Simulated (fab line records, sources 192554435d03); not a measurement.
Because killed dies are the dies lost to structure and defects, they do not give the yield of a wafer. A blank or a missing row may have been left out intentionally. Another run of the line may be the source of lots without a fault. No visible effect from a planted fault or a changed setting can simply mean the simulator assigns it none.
Chamber matching -- flow n5_finfet -- N5_GATE_CUT_ETCH_19 on rie_diel-03 has 4 sister chambers
The step etches SiNx in CH3F/O2, target depth 53.7 nm, time 76.7 s. 14 wafers are shown with their chamber, then 7 later ones without.

WAFERS WITH THEIR CHAMBER
wafer,chamber,drypump_motor_current_A (A),showerhead_plenum_p_Torr (Torr),rf_vpp_V (V)
L075.2,2,6.1,1.93,300
L075.4,0,5.5,1.99,305
L075.6,1,5.4,1.97,286
L076.1,2,6.1,1.93,300
L076.2,1,5.4,1.97,286
L076.5,0,5.5,1.99,306
L082.2,0,5.5,1.99,305
L082.3,1,5.4,1.96,285
L082.5,3,5.1,2.11,293
L085.1,2,6.1,1.92,299
L085.2,0,5.4,1.99,306
L085.6,0,5.5,1.99,307
L093.1,0,5.5,1.98,304
L093.4,2,6.1,1.92,299

SIGNATURES (means of the wafers above)
reading,chamber 0,chamber 1,chamber 2,chamber 3,scatter within a chamber
drypump_motor_current_A,5.483,5.400,6.100,5.100,0.0289
showerhead_plenum_p_Torr,1.9883,1.9667,1.9250,2.1100,0.005
rf_vpp_V,305.50,285.67,299.50,293.00,0.847
Rule: for a wafer and a chamber, the distance is found by dividing, reading by reading, the gap between the wafer's reading and the chamber's mean by the reading's scatter, squaring, summing and taking the root. If the next closest chamber is less than 2 further off than the closest, the wafer can't be placed; otherwise it belongs to the closest. How the scatter is found: for the shown wafers, subtract from each reading the mean of its chamber, square and add these, divide the total by (wafers less chambers), then take the root.

WAFERS WITH NO CHAMBER GIVEN
wafer,drypump_motor_current_A (A),showerhead_plenum_p_Torr (Torr),rf_vpp_V (V)
L093.5,6.1,1.92,299
L096.1,5.4,1.96,283
L096.3,5.1,2.11,290
L096.5,5.1,2.11,291
L097.1,6.1,1.91,299
L097.2,5.4,1.96,285
L097.3,5.1,2.10,291

WHICH CHAMBER EACH WENT THROUGH
wafer,from the rows above,in truth
L093.5,2,2
L096.1,1,1
L096.3,3,3
L096.5,3,3
L097.1,2,2
L097.2,1,1
L097.3,3,3
Correct placement for 7 of the 7. Can't be placed from these rows: 0. Wrongly placed: 0.
